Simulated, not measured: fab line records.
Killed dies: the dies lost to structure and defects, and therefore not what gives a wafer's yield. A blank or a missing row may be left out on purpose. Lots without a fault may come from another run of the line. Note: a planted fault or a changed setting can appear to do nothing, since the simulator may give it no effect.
fab line records	flow nand_harc
record: lots: 24	wafers: 72	last_day: 34
route steps=1302 shown P_M2@338 P_BONDPAD@365 A_CHANNEL_HOLE_D1@488
lots with no fault: from the same line, run without faults
start_h: hours from the record's first day to the start of the lot's first wafer shown	wait_h: hours since the lot's step before	" as in the row above	L1.1+2: a single row standing in for several wafers	- no value, or no start given	* or withheld: withheld	< > ~ a bound
route shown NAME@n: a module of which the file shows steps, and the number in the route of the first	usual: average and standard deviation across the fault-free wafers	same: alike in all rows	chamber/n: place in a boat	sites: per-site readings	_std_site: the values' standard deviation	_edge_site: mean of outer sites minus mean of inner sites	radius_mm: how far each site lies from the wafer's centre	mask NAME#n: copy n	behind: the tool/chamber that last shaped the wafer	hold: why the lot went on hold/how many hours it stayed there/how the hold came to an end	device: names the non-switching transistor (n, p or np)	end of line: at the end of the route, the tests of the same wafers	a step with no rows: only its recipe	killed: the dies lost at the first sort to structure and to defects; this is not the yield of the wafer	map: shows each die of a wafer: x if killed, . if not, _ if none is there
set.NAME: the run value of the setting; set.NAME@STEP: its run value at that earlier step	model.NAME: the simulator's own value behind a step, which no gauge read
steps of the route over a sample of lots; a table a step, a row a wafer
services: from which hour (start_h, from the record's first day; less than 0 if before it) a tool's chamber was out of use, for how many hours, and why
== steps ==
step: NHARC_P_M2_DEGAS_29
recipe: temp_c: 250	time_s: 60
usual: heater_power_w: 338/29	susceptor_temp_C: 250.05/0.2
lot.wafer	tool	chamber	start_h	wait_h	heater_power_w	susceptor_temp_C
L074.1	pvd_sputter-03	-	136.00	-	342	249.82
L074.2	"	-	"	"	373	250.14
L074.4	"	-	"	"	377	250.20
L075.4	pvd_sputter-03	-	141.40	-	343	249.79
L075.5	"	-	"	"	370	250.02
L075.6	"	-	"	"	281	250.54
L076.4	pvd_sputter-01	-	150.82	-	318	250.11
L076.3	"	-	"	"	349	249.90
L076.5	"	-	"	"	336	250.24
L077.3	pvd_sputter-02	-	165.46	-	361	-
L077.1	"	-	"	"	352	-
L077.5	"	-	"	"	353	-
L079.2	pvd_sputter-02	-	176.96	-	348	250.28
L079.4	"	-	"	"	343	250.23
L079.6	"	-	"	"	358	250.07
L078.3	pvd_sputter-02	-	177.40	-	350	250.01
L078.5	"	-	"	"	354	250.39
L078.6	"	-	"	"	356	250.26
L080.4	pvd_sputter-02	-	199.49	-	352	249.72
L080.6	"	-	"	"	312	249.93
L080.5	"	-	"	"	352	250.27
L081.1	pvd_sputter-01	-	206.40	-	340	250.24
L081.4	"	-	"	"	318	250.06
L081.2	"	-	"	"	320	250.24
L082.3	pvd_sputter-03	-	209.53	-	326	249.96
L082.1	"	-	"	"	380	249.79
L082.5	"	-	"	"	334	250.14
L083.3	pvd_sputter-03	-	220.08	-	398	249.88
L083.4	"	-	"	"	299	250.11
L083.5	"	-	"	"	400	250.01
L084.2	pvd_sputter-02	-	230.81	-	314	-
L084.4	"	-	"	"	350	-
L084.6	"	-	"	"	309	-
L085.3	pvd_sputter-01	-	245.01	-	335	250.23
L085.6	"	-	"	"	337	249.68
L085.5	"	-	"	"	333	250.07
L086.2	pvd_sputter-01	-	250.07	-	337	249.98
L086.1	"	-	"	"	340	249.91
L086.6	"	-	"	"	311	249.69
L087.1	pvd_sputter-03	-	262.99	-	393	250.47
L087.2	"	-	"	"	289	250.00
L087.4	"	-	"	"	327	250.15
L088.2	pvd_sputter-03	-	273.32	-	392	249.96
L088.6	"	-	"	"	387	249.99
L088.5	"	-	"	"	410	250.02
L089.1	pvd_sputter-02	-	275.64	-	314	250.16
L089.4	"	-	"	"	342	249.69
L089.2	"	-	"	"	315	250.34
L090.3	pvd_sputter-03	-	289.50	-	302	249.92
L090.6	"	-	"	"	303	249.71
L090.5	"	-	"	"	332	249.64
L091.1	pvd_sputter-02	-	302.06	-	303	-
L091.2	"	-	"	"	310	-
L091.4	"	-	"	"	345	-
L092.3	pvd_sputter-02	-	317.24	-	315	250.22
L092.2	"	-	"	"	350	250.06
L092.1	"	-	"	"	316	249.79
L093.4	pvd_sputter-01	-	318.74	-	322	250.01
L093.6	"	-	"	"	332	250.18
L093.5	"	-	"	"	327	250.24
L094.3	pvd_sputter-01	-	329.23	-	324	-
L094.6	"	-	"	"	335	-
L094.5	"	-	"	"	326	-
L096.2	pvd_sputter-03	-	344.59	-	376	250.29
L096.1	"	-	"	"	286	249.79
L096.6	"	-	"	"	343	250.10
L095.2	pvd_sputter-01	-	345.69	-	343	249.87
L095.1	"	-	"	"	338	250.00
L095.6	"	-	"	"	331	249.94
L097.3	pvd_sputter-02	-	357.41	-	311	249.82
L097.4	"	-	"	"	311	250.13
L097.5	"	-	"	"	351	249.93
step: NHARC_P_M2_PVD_20
recipe: target_thk_a: 50	bias_v: 168.6	power_w: 15000	chamber_pressure_pa: 0.12	time_s: 8.06	substrate_temp_c: 50	material: TaN
usual: cathode_dc_power_W: 15000/2.6	chamber_pressure_pa: 0.11998/0.00025	throttle_valve_pct: 29.6/1.4
lot.wafer	tool	chamber	start_h	wait_h	cathode_dc_power_W	chamber_pressure_pa	throttle_valve_pct
L074.2	pvd_sputter-03	-	-	-	15000	0.12011	29.5
L074.4	"	-	"	"	14999	0.11958	31.9
L074.1	"	-	"	"	14998	0.12003	28.5
L075.4	pvd_sputter-03	-	-	-	14999	0.12037	29.8
L075.6	"	-	"	"	15000	0.11979	28.5
L075.5	"	-	"	"	14996	0.11987	30.5
L076.3	pvd_sputter-01	-	-	-	15001	0.12035	29.4
L076.4	"	-	"	"	15002	0.12002	30.8
L076.5	"	-	"	"	14999	0.12031	30.9
L077.3	pvd_sputter-02	-	-	-	14999	0.11991	26.5
L077.1	"	-	"	"	14999	0.12014	29.9
L077.5	"	-	"	"	14999	0.11965	26.8
L079.4	pvd_sputter-02	-	-	-	15003	0.12039	26.7
L079.2	"	-	"	"	15004	0.12004	28.9
L079.6	"	-	"	"	14995	0.12008	26.5
L078.3	pvd_sputter-02	-	-	-	15001	0.12026	28.2
L078.5	"	-	"	"	15006	0.11967	29.1
L078.6	"	-	"	"	14995	0.11962	28.1
L080.4	pvd_sputter-02	-	-	-	15001	0.11978	26.6
L080.5	"	-	"	"	15001	0.12016	29.8
L080.6	"	-	"	"	14999	0.12014	26.4
L081.2	pvd_sputter-01	-	-	-	14996	0.11972	32.5
L081.4	"	-	"	"	15002	0.12033	29.6
L081.1	"	-	"	"	15003	0.11994	30.5
L082.1	pvd_sputter-03	-	-	-	15001	0.11977	28.9
L082.3	"	-	"	"	15002	0.11999	31.6
L082.5	"	-	"	"	14998	0.11972	29.0
L083.3	pvd_sputter-03	-	-	-	14999	0.11993	31.7
L083.4	"	-	"	"	15001	0.11983	31.3
L083.5	"	-	"	"	14998	0.1198	28.4
L084.2	pvd_sputter-02	-	-	-	15003	0.12016	28.3
L084.4	"	-	"	"	15000	0.12007	29.9
L084.6	"	-	"	"	14998	0.12034	28.5
L085.3	pvd_sputter-01	-	-	-	14998	0.11948	29.9
L085.6	"	-	"	"	15002	0.12018	30.3
L085.5	"	-	"	"	15001	0.11974	30.8
L086.1	pvd_sputter-01	-	-	-	14995	0.11979	31.0
L086.2	"	-	"	"	15001	0.11956	30.6
L086.6	"	-	"	"	15000	0.11966	30.8
L087.2	pvd_sputter-03	-	-	-	14998	0.1203	29.0
L087.4	"	-	"	"	15000	0.11982	31.8
L087.1	"	-	"	"	15000	0.12037	31.5
L088.2	pvd_sputter-03	-	-	-	14999	0.11991	28.6
L088.6	"	-	"	"	15003	0.12012	29.1
L088.5	"	-	"	"	15000	0.12	32.1
L089.1	pvd_sputter-02	-	-	-	15001	0.1196	28.9
L089.2	"	-	"	"	14999	0.11971	28.1
L089.4	"	-	"	"	15004	0.12037	29.7
L090.3	pvd_sputter-03	-	-	-	15005	0.12018	31.8
L090.6	"	-	"	"	15006	0.1199	31.0
L090.5	"	-	"	"	14999	0.12016	29.2
L091.1	pvd_sputter-02	-	-	-	14995	0.12	29.7
L091.2	"	-	"	"	15001	0.11963	27.6
L091.4	"	-	"	"	14996	0.12016	29.1
L092.1	pvd_sputter-02	-	-	-	14999	0.12045	28.9
L092.3	"	-	"	"	15006	0.11991	29.0
L092.2	"	-	"	"	15001	0.12011	29.5
L093.4	pvd_sputter-01	-	-	-	14999	0.12026	29.4
L093.6	"	-	"	"	15004	0.11965	30.2
L093.5	"	-	"	"	15007	0.12037	29.7
L094.3	pvd_sputter-01	-	-	-	15003	0.11983	30.4
L094.5	"	-	"	"	15003	0.11993	30.7
L094.6	"	-	"	"	14998	0.1199	31.0
L096.2	pvd_sputter-03	-	-	-	14999	0.11939	31.4
L096.1	"	-	"	"	14998	0.12023	28.7
L096.6	"	-	"	"	15003	0.12005	30.8
L095.1	pvd_sputter-01	-	-	-	15002	0.12012	29.8
L095.2	"	-	"	"	15001	0.12009	31.0
L095.6	"	-	"	"	15000	0.12005	30.8
L097.3	pvd_sputter-02	-	-	-	14997	0.11989	29.0
L097.4	"	-	"	"	15006	0.12055	27.8
L097.5	"	-	"	"	15001	0.12021	28.9
step: NHARC_P_BONDPAD_OVL_MEAS_38
usual: overlay_x_nm: 1/4.5	overlay_y_nm: -2/6.3
lot.wafer	tool	chamber	start_h	wait_h	overlay_x_nm	overlay_y_nm
L074.1	overlay-02	-	144.24	-	0	-18
L074.2	"	-	"	"	0	-17
L074.4	"	-	"	"	-1	-18
L075.4	overlay-02	-	144.82	-	4	3
L075.5	"	-	"	"	3	3
L075.6	"	-	"	"	4	3
L076.3	overlay-01	-	154.24	-	3	5
L076.4	"	-	"	"	2	4
L076.5	"	-	"	"	3	5
L077.1	overlay-01	-	168.79	-	-11	3
L077.3	"	-	"	"	-10	3
L077.5	"	-	"	"	-10	2
L079.2	overlay-01	-	180.23	-	4	-9
L079.4	"	-	"	"	4	-9
L079.6	"	-	"	"	4	-9
L078.3	overlay-01	-	181.01	-	7	3
L078.5	"	-	"	"	7	3
L078.6	"	-	"	"	7	2
L080.4	overlay-02	-	202.91	-	5	-9
L080.5	"	-	"	"	5	-9
L080.6	"	-	"	"	5	-9
L081.1	overlay-01	-	209.95	-	-1	-4
L081.2	"	-	"	"	-1	-4
L081.4	"	-	"	"	-1	-4
L082.1	overlay-01	-	212.96	-	4	8
L082.3	"	-	"	"	5	7
L082.5	"	-	"	"	5	7
L083.3	overlay-02	-	223.51	-	6	-1
L083.4	"	-	"	"	7	-1
L083.5	"	-	"	"	7	0
L084.2	overlay-01	-	234.09	-	-1	-4
L084.4	"	-	"	"	-1	-3
L084.6	"	-	"	"	-1	-3
L085.3	overlay-02	-	248.56	-	-2	-1
L085.5	"	-	"	"	-2	-1
L085.6	"	-	"	"	-2	-1
L086.1	overlay-02	-	253.64	-	5	-10
L086.2	"	-	"	"	5	-9
L086.6	"	-	"	"	5	-10
L087.1	overlay-02	-	266.32	-	3	-5
L087.2	"	-	"	"	4	-5
L087.4	"	-	"	"	3	-5
L088.2	overlay-02	-	276.93	-	-3	-3
L088.5	"	-	"	"	-3	-4
L088.6	"	-	"	"	-3	-4
L089.1	overlay-02	-	279.08	-	3	3
L089.2	"	-	"	"	4	4
L089.4	"	-	"	"	4	3
L090.3	overlay-02	-	292.94	-	6	8
L090.5	"	-	"	"	6	8
L090.6	"	-	"	"	6	8
L091.1	overlay-02	-	305.50	-	5	7
L091.2	"	-	"	"	5	7
L091.4	"	-	"	"	6	7
L092.1	overlay-02	-	320.86	-	-4	-7
L092.2	"	-	"	"	-3	-7
L092.3	"	-	"	"	-3	-7
L093.4	overlay-02	-	322.02	-	-7	-3
L093.5	"	-	"	"	-7	-3
L093.6	"	-	"	"	-6	-2
L094.3	overlay-02	-	332.67	-	1	2
L094.5	"	-	"	"	1	2
L094.6	"	-	"	"	1	2
L096.1	overlay-02	-	347.87	-	-6	4
L096.2	"	-	"	"	-7	4
L096.6	"	-	"	"	-6	4
L095.1	overlay-02	-	349.12	-	1	-7
L095.2	"	-	"	"	1	-6
L095.6	"	-	"	"	2	-7
L097.3	overlay-01	-	360.82	-	-2	-7
L097.4	"	-	"	"	-3	-7
L097.5	"	-	"	"	-2	-7
step: NHARC_P_BONDPAD_DEGAS_25
recipe: temp_c: 300	time_s: 60
usual: heater_power_w: 476/43	susceptor_temp_C: 300.00/0.2
lot.wafer	tool	chamber	start_h	wait_h	heater_power_w	susceptor_temp_C
L074.1	pvd_sputter-03	-	145.31	-	399	300.42
L074.2	"	-	"	"	481	299.82
L074.4	"	-	"	"	518	300.11
L075.4	pvd_sputter-01	-	145.89	-	442	300.04
L075.5	"	-	"	"	450	299.94
L075.6	"	-	"	"	478	300.11
L076.4	pvd_sputter-03	-	155.34	-	484	299.97
L076.3	"	-	"	"	495	300.13
L076.5	"	-	"	"	492	300.25
L077.3	pvd_sputter-03	-	169.85	-	471	300.09
L077.1	"	-	"	"	530	299.80
L077.5	"	-	"	"	517	300.30
L079.4	pvd_sputter-03	-	181.38	-	470	299.85
L079.2	"	-	"	"	555	300.05
L079.6	"	-	"	"	459	300.22
L078.3	pvd_sputter-03	-	182.18	-	566	299.93
L078.5	"	-	"	"	415	299.94
L078.6	"	-	"	"	458	300.12
L080.4	pvd_sputter-02	-	203.98	-	495	-
L080.6	"	-	"	"	476	-
L080.5	"	-	"	"	493	-
L081.1	pvd_sputter-02	-	211.02	-	505	300.16
L081.4	"	-	"	"	443	300.10
L081.2	"	-	"	"	441	300.01
L082.1	pvd_sputter-02	-	214.03	-	496	299.64
L082.3	"	-	"	"	439	299.99
L082.5	"	-	"	"	483	300.13
L083.3	pvd_sputter-03	-	224.57	-	460	300.03
L083.4	"	-	"	"	425	299.70
L083.5	"	-	"	"	475	299.91
L084.4	pvd_sputter-03	-	235.15	-	546	300.28
L084.2	"	-	"	"	462	300.21
L084.6	"	-	"	"	543	300.18
L085.3	pvd_sputter-01	-	249.64	-	415	299.62
L085.6	"	-	"	"	475	300.15
L085.5	"	-	"	"	456	299.74
L086.2	pvd_sputter-03	-	254.72	-	570	300.40
L086.1	"	-	"	"	428	300.09
L086.6	"	-	"	"	541	299.69
L087.1	pvd_sputter-02	-	267.38	-	499	299.71
L087.4	"	-	"	"	444	300.04
L087.2	"	-	"	"	449	300.00
L088.2	pvd_sputter-02	-	277.98	-	498	299.83
L088.5	"	-	"	"	514	300.06
L088.6	"	-	"	"	438	300.12
L089.1	pvd_sputter-01	-	280.14	-	462	299.58
L089.4	"	-	"	"	461	300.30
L089.2	"	-	"	"	418	299.63
L090.3	pvd_sputter-03	-	294.03	-	552	299.73
L090.5	"	-	"	"	569	299.81
L090.6	"	-	"	"	413	299.79
L091.4	pvd_sputter-01	-	306.56	-	464	299.78
L091.2	"	-	"	"	462	300.01
L091.1	"	-	"	"	462	299.94
L092.2	pvd_sputter-03	-	321.93	-	416	299.87
L092.3	"	-	"	"	458	300.16
L092.1	"	-	"	"	542	300.24
L093.4	pvd_sputter-02	-	323.10	-	441	300.22
L093.5	"	-	"	"	427	300.16
L093.6	"	-	"	"	482	300.52
L094.3	pvd_sputter-01	-	333.77	-	483	299.81
L094.6	"	-	"	"	409	299.95
L094.5	"	-	"	"	468	299.98
L096.1	pvd_sputter-02	-	348.98	-	423	300.03
L096.2	"	-	"	"	436	299.92
L096.6	"	-	"	"	475	300.36
L095.1	pvd_sputter-01	-	350.20	-	420	299.70
L095.2	"	-	"	"	478	300.04
L095.6	"	-	"	"	462	300.01
L097.4	pvd_sputter-03	-	361.89	-	541	300.46
L097.3	"	-	"	"	388	299.75
L097.5	"	-	"	"	517	299.85
step: NHARC_P_BONDPAD_PVD_17
recipe: target_thk_a: 50	bias_v: 168.6	power_w: 15000	chamber_pressure_pa: 0.12	time_s: 8.06	substrate_temp_c: 50	material: TaN
usual: cathode_dc_power_W: 15000/2.8	chamber_pressure_pa: 0.11999/0.00023	throttle_valve_pct: 29.8/1.3
lot.wafer	tool	chamber	start_h	wait_h	cathode_dc_power_W	chamber_pressure_pa	throttle_valve_pct
L074.1	pvd_sputter-03	-	-	-	14994	0.12019	29.9
L074.4	"	-	"	"	14999	0.11998	31.8
L074.2	"	-	"	"	15005	0.12017	28.6
L075.4	pvd_sputter-01	-	-	-	14998	0.12048	29.2
L075.6	"	-	"	"	14999	0.12006	29.2
L075.5	"	-	"	"	15002	0.11984	30.4
L076.4	pvd_sputter-03	-	-	-	14997	0.12002	28.5
L076.3	"	-	"	"	15002	0.12002	31.7
L076.5	"	-	"	"	15001	0.1199	28.6
L077.1	pvd_sputter-03	-	-	-	14996	0.11999	29.8
L077.3	"	-	"	"	15001	0.11982	30.2
L077.5	"	-	"	"	14995	0.12011	29.9
L079.4	pvd_sputter-03	-	-	-	15002	0.12018	31.5
L079.2	"	-	"	"	14998	0.11978	29.2
L079.6	"	-	"	"	15000	0.12009	28.6
L078.3	pvd_sputter-03	-	-	-	15002	0.11939	31.9
L078.6	"	-	"	"	15005	0.1199	31.7
L078.5	"	-	"	"	14993	0.12035	28.5
L080.4	pvd_sputter-02	-	-	-	14998	0.12	26.4
L080.6	"	-	"	"	15003	0.12018	28.5
L080.5	"	-	"	"	15001	0.12012	29.6
L081.1	pvd_sputter-02	-	-	-	14995	0.12016	28.3
L081.4	"	-	"	"	14998	0.12049	26.4
L081.2	"	-	"	"	15000	0.1197	29.0
L082.1	pvd_sputter-02	-	-	-	14998	0.12032	29.0
L082.3	"	-	"	"	14999	0.1197	29.9
L082.5	"	-	"	"	14997	0.12016	28.9
L083.4	pvd_sputter-03	-	-	-	15005	0.12049	28.5
L083.3	"	-	"	"	14997	0.11974	31.3
L083.5	"	-	"	"	15007	0.12008	31.7
L084.2	pvd_sputter-03	-	-	-	15003	0.12049	28.8
L084.4	"	-	"	"	14996	0.11994	28.8
L084.6	"	-	"	"	14998	0.12002	28.7
L085.3	pvd_sputter-01	-	-	-	15001	0.11956	30.8
L085.6	"	-	"	"	15003	0.12012	30.3
L085.5	"	-	"	"	15001	0.11967	29.8
L086.2	pvd_sputter-03	-	-	-	15001	0.11986	28.5
L086.1	"	-	"	"	14999	0.1198	31.4
L086.6	"	-	"	"	15004	0.12011	28.7
L087.2	pvd_sputter-02	-	-	-	15001	0.11999	30.0
L087.1	"	-	"	"	14995	0.12036	28.9
L087.4	"	-	"	"	14998	0.12036	28.5
L088.2	pvd_sputter-02	-	-	-	14999	0.12028	26.5
L088.5	"	-	"	"	15001	0.12006	29.8
L088.6	"	-	"	"	15001	0.12011	26.4
L089.1	pvd_sputter-01	-	-	-	14999	0.12051	30.9
L089.2	"	-	"	"	15002	0.12003	30.5
L089.4	"	-	"	"	14996	0.11983	29.8
L090.3	pvd_sputter-03	-	-	-	15005	0.12018	31.0
L090.6	"	-	"	"	14997	0.11994	31.3
L090.5	"	-	"	"	15000	0.12007	29.1
L091.2	pvd_sputter-01	-	-	-	14996	0.11984	29.9
L091.4	"	-	"	"	15000	0.11996	30.7
L091.1	"	-	"	"	15003	0.1198	31.2
L092.2	pvd_sputter-03	-	-	-	15000	0.11953	29.0
L092.1	"	-	"	"	14997	0.11992	31.8
L092.3	"	-	"	"	15001	0.12003	28.4
L093.4	pvd_sputter-02	-	-	-	14998	0.11986	28.9
L093.6	"	-	"	"	14999	0.12015	29.1
L093.5	"	-	"	"	14999	0.11992	29.7
L094.3	pvd_sputter-01	-	-	-	15000	0.12032	30.3
L094.5	"	-	"	"	15004	0.12003	29.8
L094.6	"	-	"	"	15003	0.11973	30.5
L096.1	pvd_sputter-02	-	-	-	14998	0.11956	28.9
L096.2	"	-	"	"	14999	0.11999	27.6
L096.6	"	-	"	"	15002	0.11985	29.1
L095.1	pvd_sputter-01	-	-	-	15001	0.11983	30.6
L095.2	"	-	"	"	15000	0.11962	30.2
L095.6	"	-	"	"	14999	0.12014	30.5
L097.3	pvd_sputter-03	-	-	-	15000	0.12008	28.9
L097.4	"	-	"	"	15003	0.1196	30.2
L097.5	"	-	"	"	15004	0.12005	28.8
step: NHARC_A_CHANNEL_HOLE_D1_XSEM_31
recipe: landing_energy_ev: 35000
usual: bot_cd_nm: 73.9/1.6	bow_nm: 8.64/0.2	tilt_deg: 0.08/0.039
lot.wafer	tool	chamber	start_h	wait_h	bot_cd_nm	bow_nm	tilt_deg
L074.1	xsem-01	0	193.05	0.1	74.4	8.75	0.14
L074.2	"	0	"	"	75.9	8.83	0.14
L074.4	"	0	"	"	76.1	8.80	0.14
L075.4	xsem-02	0	196.59	0.1	72.6	8.60	0.01
L075.5	"	0	"	"	73.9	8.59	0.01
L075.6	"	0	"	"	76.1	8.57	0.01
L076.3	xsem-02	0	205.71	0.1	73.9	8.90	0.02
L076.4	"	0	"	"	75.5	8.91	0.02
L076.5	"	0	"	"	75.2	8.77	0.02
L077.1	xsem-01	0	219.90	0.1	77.1	8.78	0.09
L077.3	"	0	"	"	72.7	8.79	0.09
L077.5	"	0	"	"	75.9	8.75	0.09
L079.2	xsem-01	0	230.69	0.1	73.4	8.11	0.08
L079.4	"	0	"	"	72.9	8.14	0.08
L079.6	"	0	"	"	73.7	8.19	0.08
L078.3	xsem-02	0	231.12	0.1	70.2	8.77	0.06
L078.5	"	0	"	"	73.0	8.76	0.06
L078.6	"	0	"	"	72.6	8.72	0.06
L080.4	xsem-02	0	257.35	0.1	71.7	8.40	0.11
L080.5	"	0	"	"	71.4	8.48	0.11
L080.6	"	0	"	"	71.8	8.41	0.12
L082.1	xsem-02	0	267.17	0.1	74.4	8.69	0.13
L082.3	"	0	"	"	73.5	8.78	0.13
L082.5	"	0	"	"	74.0	8.73	0.13
L081.1	xsem-01	0	267.81	0.1	74.4	8.63	0.11
L081.2	"	0	"	"	74.4	8.65	0.12
L081.4	"	0	"	"	73.1	8.58	0.11
L083.3	xsem-02	0	274.35	0.1	73.8	8.61	0.08
L083.4	"	0	"	"	71.6	8.63	0.08
L083.5	"	0	"	"	72.8	8.64	0.08
L084.2	xsem-02	0	286.63	0.1	72.0	8.60	0.07
L084.4	"	0	"	"	76.3	8.65	0.07
L084.6	"	0	"	"	73.4	8.64	0.07
L086.1	xsem-02	0	300.59	0.1	73.0	8.97	0.10
L086.2	"	0	"	"	71.9	8.95	0.10
L086.6	"	0	"	"	74.4	8.93	0.10
L085.3	xsem-01	0	301.89	0.1	72.5	8.48	0.03
L085.5	"	0	"	"	73.5	8.48	0.04
L085.6	"	0	"	"	72.5	8.55	0.03
L087.1	xsem-01	0	316.46	0.1	74.8	8.85	0.08
L087.2	"	0	"	"	72.6	8.82	0.08
L087.4	"	0	"	"	74.1	8.84	0.08
L089.1	xsem-01	0	330.31	0.1	71.8	8.87	0.07
L089.2	"	0	"	"	71.4	8.85	0.07
L089.4	"	0	"	"	72.0	8.86	0.07
L088.2	xsem-02	0	332.63	0.1	72.0	8.75	0.05
L088.5	"	0	"	"	74.1	8.70	0.05
L088.6	"	0	"	"	75.2	8.74	0.05
L090.3	xsem-01	0	349.05	0.1	75.2	8.73	0.13
L090.5	"	0	"	"	74.7	8.65	0.13
L090.6	"	0	"	"	74.9	8.70	0.13
L091.1	xsem-02	0	354.73	0.1	73.0	8.45	0.03
L091.2	"	0	"	"	76.3	8.40	0.03
L091.4	"	0	"	"	75.4	8.53	0.03
L092.1	xsem-01	0	370.50	0.1	73.6	8.37	0.12
L092.2	"	0	"	"	73.8	8.41	0.12
L092.3	"	0	"	"	73.1	8.34	0.12
L093.4	xsem-02	0	371.98	0.1	77.8	8.59	0.05
L093.5	"	0	"	"	72.7	8.47	0.05
L093.6	"	0	"	"	73.7	8.54	0.05
L094.3	xsem-01	0	388.65	0.1	72.3	8.28	0.13
L094.5	"	0	"	"	75.8	8.33	0.13
L094.6	"	0	"	"	73.7	8.35	0.13
L095.1	xsem-01	0	410.40	0.1	76.6	8.68	0.08
L095.2	"	0	"	"	73.5	8.77	0.08
L095.6	"	0	"	"	74.5	8.64	0.08
L096.1	xsem-02	0	414.10	0.1	75.4	8.75	0.05
L096.2	"	0	"	"	76.0	8.86	0.05
L096.6	"	0	"	"	76.4	8.83	0.05
L097.3	xsem-01	0	414.59	0.1	74.5	8.50	0.01
L097.4	"	0	"	"	73.7	8.55	0.01
L097.5	"	0	"	"	72.2	8.58	0.01
== services ==
tool	chamber	start_h	hours	kind
pvd_sputter-03	-	170.06	10.0	pm
pvd_sputter-03	-	199.81	7.9	repair
pvd_sputter-01	-	226.00	10.0	pm
pvd_sputter-02	-	282.00	10.0	pm
pvd_sputter-03	-	285.83	1.8	repair
pvd_sputter-01	-	286.64	3.5	repair
pvd_sputter-03	-	348.06	10.0	pm
xsem-01	-	374.00	14.0	pm
pvd_sputter-02	-	388.96	3.0	repair
pvd_sputter-01	-	404.04	10.0	pm
== key ==
fault none
